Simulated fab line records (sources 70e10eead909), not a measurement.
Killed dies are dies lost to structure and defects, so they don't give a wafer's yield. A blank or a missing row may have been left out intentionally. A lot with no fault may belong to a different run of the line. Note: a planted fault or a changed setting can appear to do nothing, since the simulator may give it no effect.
What tool caused it? :: flow nand_harc :: 39 wafers from 13 lots sampled at 5 of the route's 1302 steps

== WHAT THE GAUGES SHOWED, per wafer ==
NHARC_HYBRID_BOND_OVL_MEAS_05.
lot: L878
measured: day 23 23:44
on: overlay-01
overlay_x_nm (nm): 4 65 70
overlay_y_nm (nm): 37 15 -59

lot: L881
measured: day 24 17:43
on: overlay-01
overlay_x_nm (nm): 35 -4 -20
overlay_y_nm (nm): -51 33 27

lot: L880
measured: day 24 17:43
on: overlay-02
overlay_x_nm (nm): -36 18 -36
overlay_y_nm (nm): -10 -55 4

lot: L884
measured: day 26 01:12
on: overlay-02
overlay_x_nm (nm): -50 43 8
overlay_y_nm (nm): 37 58 -45

lot: L885
measured: day 26 09:30
on: overlay-01
overlay_x_nm (nm): 28 -1 -37
overlay_y_nm (nm): 49 -22 -74

lot: L883
measured: day 26 09:30
on: overlay-02
overlay_x_nm (nm): 35 -10 50
overlay_y_nm (nm): -61 10 -15

lot: L886
measured: day 26 21:38
on: overlay-01
overlay_x_nm (nm): 22 -28 54
overlay_y_nm (nm): -3 -71 -7

lot: L894
measured: day 30 04:16
on: overlay-01
overlay_x_nm (nm): -13 17 -15
overlay_y_nm (nm): -49 17 7

lot: L895
measured: day 30 11:30
on: overlay-02
overlay_x_nm (nm): -61 -22 21
overlay_y_nm (nm): 58 -10 43

lot: L897
measured: day 32 10:08
on: overlay-02
overlay_x_nm (nm): 36 -4 11
overlay_y_nm (nm): 27 4 -41

lot: L898
measured: day 32 10:08
on: overlay-02
overlay_x_nm (nm): -22 44 4
overlay_y_nm (nm): -18 39 -27

lot: L899
measured: day 32 10:09
on: overlay-02
overlay_x_nm (nm): -30 41 16
overlay_y_nm (nm): 29 31 -7

lot: L901
measured: day 33 07:22
on: overlay-01
overlay_x_nm (nm): 36 28 62
overlay_y_nm (nm): 29 0 68

NHARC_END_SORT_01.
lot: L885
measured: day 27 03:19
on: prober-02
defect_limited_yield (%): 92.0 0 90.5
killed_at_array: 49 52 53
killed_at_other: 0 616 0
killed_at_periphery: 5 9 11
killed_dies: 54 677 64
killed_open: 2 7 4
killed_short: 3 2 4

lot: L886
measured: day 27 15:56
on: prober-01
defect_limited_yield (%): 90.0 90.5 0
killed_at_array: 63 57 66
killed_at_other: 0 1 606
killed_at_periphery: 5 6 5
killed_dies: 68 64 677
killed_open: 2 6 2
killed_short: 1 1 3

== WHICH TOOL RAN EACH LOT (tool, then ch and the chambers of the sampled wafers, then the start) ==
lot: L878
NHARC_HYBRID_BOND_ACTIVATE_00: rie_diel-08 ch 0,1,3, day 23 14:20
NHARC_THIN_TSV_DEP_43: pecvd-04 ch 1,2, day 24 02:52
NHARC_THIN_TSV_STRIP_56: plasma_asher-02 ch 0,1, day 24 10:08

lot: L881
NHARC_HYBRID_BOND_ACTIVATE_00: rie_diel-08 ch 2,3, day 24 08:16
NHARC_THIN_TSV_DEP_43: pecvd-04 ch 0,1, day 24 20:51
NHARC_THIN_TSV_STRIP_56: plasma_asher-02 ch 0, day 25 04:20

lot: L880
NHARC_HYBRID_BOND_ACTIVATE_00: rie_diel-12 ch 0,2,3, day 24 09:22
NHARC_THIN_TSV_DEP_43: pecvd-03 ch 1,2, day 24 19:41
NHARC_THIN_TSV_STRIP_56: plasma_asher-01 ch 0,1, day 25 03:13

lot: L884
NHARC_HYBRID_BOND_ACTIVATE_00: rie_diel-08 ch 0,3, day 25 15:56
NHARC_THIN_TSV_DEP_43: pecvd-04 ch 0,1, day 26 03:06
NHARC_THIN_TSV_STRIP_56: plasma_asher-01 ch 0,1, day 26 10:24

lot: L885
NHARC_HYBRID_BOND_ACTIVATE_00: rie_diel-08 ch 1,2, day 25 22:20
NHARC_THIN_TSV_DEP_43: pecvd-03 ch 0,1,2, day 26 12:37
NHARC_THIN_TSV_STRIP_56: plasma_asher-02 ch 0,1, day 26 20:01

lot: L883
NHARC_HYBRID_BOND_ACTIVATE_00: rie_diel-12 ch 0,1,2, day 26 00:05
NHARC_THIN_TSV_DEP_43: pecvd-03 ch 1,2, day 26 11:25
NHARC_THIN_TSV_STRIP_56: plasma_asher-01 ch 0,1, day 26 18:52

lot: L886
NHARC_HYBRID_BOND_ACTIVATE_00: rie_diel-08 ch 1,3, day 26 12:16
NHARC_THIN_TSV_DEP_43: pecvd-03 ch 0,1,2, day 27 00:03
NHARC_THIN_TSV_STRIP_56: plasma_asher-01 ch 0,1, day 27 07:32

lot: L894
NHARC_HYBRID_BOND_ACTIVATE_00: rie_diel-08 ch 0,1,3, day 29 18:38
NHARC_THIN_TSV_DEP_43: pecvd-02 ch 0,2, day 30 06:10
NHARC_THIN_TSV_STRIP_56: plasma_asher-02 ch 0,1, day 30 13:31

lot: L895
NHARC_HYBRID_BOND_ACTIVATE_00: rie_diel-08 ch 1,2,3, day 29 23:29
NHARC_THIN_TSV_DEP_43: pecvd-03 ch 0,2, day 30 13:29
NHARC_THIN_TSV_STRIP_56: plasma_asher-01 ch 0,1, day 30 20:44

lot: L897
NHARC_HYBRID_BOND_ACTIVATE_00: rie_diel-12 ch 1,2, day 31 15:56
NHARC_THIN_TSV_DEP_43: pecvd-03 ch 0,2, day 32 12:05
NHARC_THIN_TSV_STRIP_56: plasma_asher-02 ch 0,1, day 32 19:39

lot: L898
NHARC_HYBRID_BOND_ACTIVATE_00: rie_diel-08 ch 0,2,3, day 32 00:58
NHARC_THIN_TSV_DEP_43: pecvd-04 ch 0,1, day 32 13:14
NHARC_THIN_TSV_STRIP_56: plasma_asher-01 ch 0, day 32 20:34

lot: L899
NHARC_HYBRID_BOND_ACTIVATE_00: rie_diel-05 ch 0,2,3, day 32 01:26
NHARC_THIN_TSV_DEP_43: pecvd-03 ch 0,1,2, day 32 14:28
NHARC_THIN_TSV_STRIP_56: plasma_asher-02 ch 0,1, day 32 21:59

lot: L901
NHARC_HYBRID_BOND_ACTIVATE_00: rie_diel-08 ch 0,2,3, day 32 22:54
NHARC_THIN_TSV_DEP_43: pecvd-04 ch 0,1,2, day 33 09:18
NHARC_THIN_TSV_STRIP_56: plasma_asher-01 ch 0,1, day 33 16:53
- NHARC_HYBRID_BOND_ACTIVATE_00: chemistry N2, time 60 s.
- NHARC_THIN_TSV_DEP_43: deposits SiO2, target thk 1328.5 nm.
- NHARC_THIN_TSV_STRIP_56: strips in O2.

== AS READ BY THE TOOLS THEMSELVES (means over the sampled wafers that have a number; for cases with no such wafer, the mark the record gives instead) ==
NHARC_HYBRID_BOND_ACTIVATE_00.
lot: L878
tool: rie_diel-08
drypump_motor_current_A (A): 5.7
oes_product_au (a.u.): 1.008
rf_vpp_V (V): 64.6
showerhead_plenum_p_Torr (Torr): 1.72

lot: L881
tool: rie_diel-08
drypump_motor_current_A (A): 5.6
oes_product_au (a.u.): 1.009
rf_vpp_V (V): 64.4
showerhead_plenum_p_Torr (Torr): 1.69

lot: L880
tool: rie_diel-12
drypump_motor_current_A (A): 6.0
oes_product_au (a.u.): 1.011
rf_vpp_V (V): 63.1
showerhead_plenum_p_Torr (Torr): 1.70

lot: L884
tool: rie_diel-08
drypump_motor_current_A (A): 5.4
oes_product_au (a.u.): 1.012
rf_vpp_V (V): 64.7
showerhead_plenum_p_Torr (Torr): 1.79

lot: L885
tool: rie_diel-08
drypump_motor_current_A (A): 5.9
oes_product_au (a.u.): 1.001
rf_vpp_V (V): 63.5
showerhead_plenum_p_Torr (Torr): 1.69

lot: L883
tool: rie_diel-12
drypump_motor_current_A (A): 6.0
oes_product_au (a.u.): 1.000
rf_vpp_V (V): 63.8
showerhead_plenum_p_Torr (Torr): 1.73

lot: L886
tool: rie_diel-08
drypump_motor_current_A (A): 6.0
oes_product_au (a.u.): 1.010
rf_vpp_V (V): 63.4
showerhead_plenum_p_Torr (Torr): 1.64

lot: L894
tool: rie_diel-08
drypump_motor_current_A (A): 5.7
oes_product_au (a.u.): 1.001
rf_vpp_V (V): 63.3
showerhead_plenum_p_Torr (Torr): 1.72

lot: L895
tool: rie_diel-08
drypump_motor_current_A (A): 5.8
oes_product_au (a.u.): 1.005
rf_vpp_V (V): 63.3
showerhead_plenum_p_Torr (Torr): 1.69

lot: L897
tool: rie_diel-12
drypump_motor_current_A (A): 6.0
oes_product_au (a.u.): 0.994
rf_vpp_V (V): 63.5
showerhead_plenum_p_Torr (Torr): 1.75

lot: L898
tool: rie_diel-08
drypump_motor_current_A (A): 5.4
oes_product_au (a.u.): 0.996
rf_vpp_V (V): 64.8
showerhead_plenum_p_Torr (Torr): 1.77

lot: L899
tool: rie_diel-05
drypump_motor_current_A (A): 5.6
oes_product_au (a.u.): 1.005
rf_vpp_V (V): 64.5
showerhead_plenum_p_Torr (Torr): 1.75

lot: L901
tool: rie_diel-08
drypump_motor_current_A (A): 5.4
oes_product_au (a.u.): 1.001
rf_vpp_V (V): 63.8
showerhead_plenum_p_Torr (Torr): 1.77

NHARC_THIN_TSV_DEP_43.
lot: L878
tool: pecvd-04
throttle_valve_pct (%): 15.7

lot: L881
tool: pecvd-04
throttle_valve_pct (%): 16.0

lot: L880
tool: pecvd-03
throttle_valve_pct (%): 15.6

lot: L884
tool: pecvd-04
throttle_valve_pct (%): 16.1

lot: L885
tool: pecvd-03
throttle_valve_pct (%): 15.7

lot: L883
tool: pecvd-03
throttle_valve_pct (%): 15.3

lot: L886
tool: pecvd-03
throttle_valve_pct (%): 15.9

lot: L894
tool: pecvd-02
throttle_valve_pct (%): 16.5

lot: L895
tool: pecvd-03
throttle_valve_pct (%): 16.0

lot: L897
tool: pecvd-03
throttle_valve_pct (%): 16.2

lot: L898
tool: pecvd-04
throttle_valve_pct (%): 15.7

lot: L899
tool: pecvd-03
throttle_valve_pct (%): 15.8

lot: L901
tool: pecvd-04
throttle_valve_pct (%): 15.9

NHARC_THIN_TSV_STRIP_56.
lot: L878
tool: plasma_asher-02
drypump_motor_current_A (A): 5.69
heater_power_w (W): 362

lot: L881
tool: plasma_asher-02
drypump_motor_current_A (A): 5.54
heater_power_w (W): 346

lot: L880
tool: plasma_asher-01
drypump_motor_current_A (A): 5.71
heater_power_w (W): 345

lot: L884
tool: plasma_asher-01
drypump_motor_current_A (A): 5.60
heater_power_w (W): 352

lot: L885
tool: plasma_asher-02
drypump_motor_current_A (A): 5.81
heater_power_w (W): 394

lot: L883
tool: plasma_asher-01
drypump_motor_current_A (A): 5.70
heater_power_w (W): 336

lot: L886
tool: plasma_asher-01
drypump_motor_current_A (A): 5.64
heater_power_w (W): 343

lot: L894
tool: plasma_asher-02
drypump_motor_current_A (A): 5.70
heater_power_w (W): 377

lot: L895
tool: plasma_asher-01
drypump_motor_current_A (A): 5.63
heater_power_w (W): 349

lot: L897
tool: plasma_asher-02
drypump_motor_current_A (A): 5.83
heater_power_w (W): 394

lot: L898
tool: plasma_asher-01
drypump_motor_current_A (A): 5.77
heater_power_w (W): 326

lot: L899
tool: plasma_asher-02
drypump_motor_current_A (A): 5.79
heater_power_w (W): 392

lot: L901
tool: plasma_asher-01
drypump_motor_current_A (A): 5.68
heater_power_w (W): 339

== THE ANSWER, worked out from the rows above alone ==
Rule: the lots themselves supply what counts as usual. Put in order of their means at a reading, lots are off if they are a third of the lots or fewer, leave a main group of 4 or more, and stand apart from it by a gap of 3 or more times the standard deviation of the main group's means; of several such gaps the widest counts. If all means in a main group match to the digits the tables above print for the reading, that group is not used. A lot without any number at a reading at which 4 lots or more have one is off too. Any other lot the step has rows for is counted as sound. After the gauges, taken in route order, come the tools' own readings; for these a lot's mean is taken, as printed above. The first step at which some lot is off is used, and at that step the reading that is off furthest; a lot without a number counts as furthest.
None of the lots is off at any reading shown; this tells nothing.

== WHAT WAS PUT IN BY THE SIMULATOR ==
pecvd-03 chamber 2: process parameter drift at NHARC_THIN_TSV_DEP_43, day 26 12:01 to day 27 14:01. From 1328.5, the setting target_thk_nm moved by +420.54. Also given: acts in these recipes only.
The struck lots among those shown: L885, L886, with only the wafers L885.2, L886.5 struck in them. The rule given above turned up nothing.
